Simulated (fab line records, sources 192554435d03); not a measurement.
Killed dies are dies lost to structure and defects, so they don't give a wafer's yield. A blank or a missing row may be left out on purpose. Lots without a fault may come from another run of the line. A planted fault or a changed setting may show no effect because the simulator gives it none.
Split-lot experiment | flow n5_finfet | 7 lots, 21 wafers read, on a route of 1938 steps

THE SPLIT
At N5_GATE_CUT_ALD_22 (deposits SiNx, target thk 16 nm, pulse time 1 s, ald cycles 320), the setting ald_cycles was moved away from the recipe's 320 on 5 of the 21 wafers read, by -4.7% to +16.3%. The other wafers ran this setting at the recipe's value.

The reading is taken at the split's own step.

THE READING
SiNx_of_GATE_CUT_ALD_22.thk_nm (the simulator's own value, which no gauge read), in nm, at N5_GATE_CUT_ALD_22 (deposits SiNx, target thk 16 nm, pulse time 1 s, ald cycles 320). The file gives no usual value for it. The 16 wafers here that ran the recipe average 16.1 nm, standard deviation 0.087 nm.

wafer  | tool, chamber at the split | ald_cycles as run | against the recipe | SiNx_of_GATE_CUT_ALD_22.thk_nm, nm | against lot-mates on the recipe
L078.3 | ald_sin-03, 0,1,2          | 320               | recipe             | 16                                 | -
L078.5 | ald_sin-03, 0,1,2          | 320               | recipe             | 16                                 | -
L078.6 | ald_sin-03, 0,1,2          | 320               | recipe             | 16                                 | -
L079.1 | ald_sin-03, 1,0            | 320               | recipe             | 16                                 | -
L079.2 | ald_sin-03, 1,0            | 320               | recipe             | 16                                 | -
L079.3 | ald_sin-03, 3              | 320               | recipe             | 16.2                               | -
L084.2 | ald_sin-03, 2,0            | 320               | recipe             | 16.2                               | -
L084.3 | ald_sin-03, 2,0            | 320               | recipe             | 16.2                               | -
L084.4 | ald_sin-03, 3              | 305               | -4.7%              | 15.4                               | -0.8
L086.1 | ald_sin-02, 1              | 372               | +16.3%             | 18.6                               | +2.5
L086.5 | ald_sin-02, 2              | 320               | recipe             | 16.2                               | -
L086.6 | ald_sin-02, 1              | 320               | recipe             | 16                                 | -
L089.2 | ald_sin-02, 2,2,1          | 320               | recipe             | 16                                 | -
L089.5 | ald_sin-02, 2,2,1          | 320               | recipe             | 16                                 | -
L089.6 | ald_sin-02, 2,2,1          | 320               | recipe             | 16                                 | -
L092.2 | ald_sin-04, 1,0            | 339               | +5.9%              | 17                                 | +1.0
L092.6 | ald_sin-04, 1,0            | 339               | +5.9%              | 17                                 | +1.0
L092.3 | ald_sin-04, 3              | 320               | recipe             | 16                                 | -
L094.2 | ald_sin-03, 0,1            | 320               | recipe             | 16                                 | -
L094.6 | ald_sin-03, 0,1            | 320               | recipe             | 16                                 | -
L094.5 | ald_sin-03, 0              | 336               | +5.0%              | 16.8                               | +0.8
Where a row lists several chambers, the file gives one row for several wafers and doesn't say which wafer went through which chamber.

THE FIT
A straight line over all 21 wafers: SiNx_of_GATE_CUT_ALD_22.thk_nm changes by +0.156 nm for each +1% of ald_cycles; r = +0.99; the points scatter about the line by 0.082 nm.
The same after taking each lot's own level away (the mean of its wafers on the recipe; 21 wafers): +0.158 nm for each +1%; r = +1.00; scatter 0.057 nm.
On that fit, the largest move of ald_cycles shifts the reading by 2.6 nm.
The lots' own levels span 16.00 to 16.20 nm, that is 2.3 times the standard deviation above.
So the lot-to-lot level changes the slope little: the two slopes agree.
Check: with one of the wafers moved furthest among these (+16.3%) left out of the fit, the line predicts +2.72 nm for it against its lot-mates. It came out at +2.5 nm against them.

OTHER SPLITS ON THESE WAFERS
These wafers also went through other splits before the reading. Each is held against what the fit with the lots' levels taken away leaves over:
other split on the same wafers   | wafers away from the commonest value | r with SiNx_of_GATE_CUT_ALD_22.thk_nm (lot level and that fit taken away)
N5_SD_EPI_P_PEB_07 peb_time_s    | 5                                    | -0.22
N5_HKMG_FIN_HK_ALD_01 ald_cycles | 8                                    | -0.15
N5_HKMG_FIN_COAT_43 spin_rpm     | 8                                    | -0.14
N5_HKMG_FIN_ETCH_55 bias_w       | 7                                    | +0.03
N5_HKMG_FIN_ETCH_58 source_w     | 9                                    | -0.18

THE FILE'S OWN FIT
SiNx_of_GATE_CUT_ALD_22.thk_nm changes by +0.157 nm for each +1% of ald_cycles, r = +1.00.
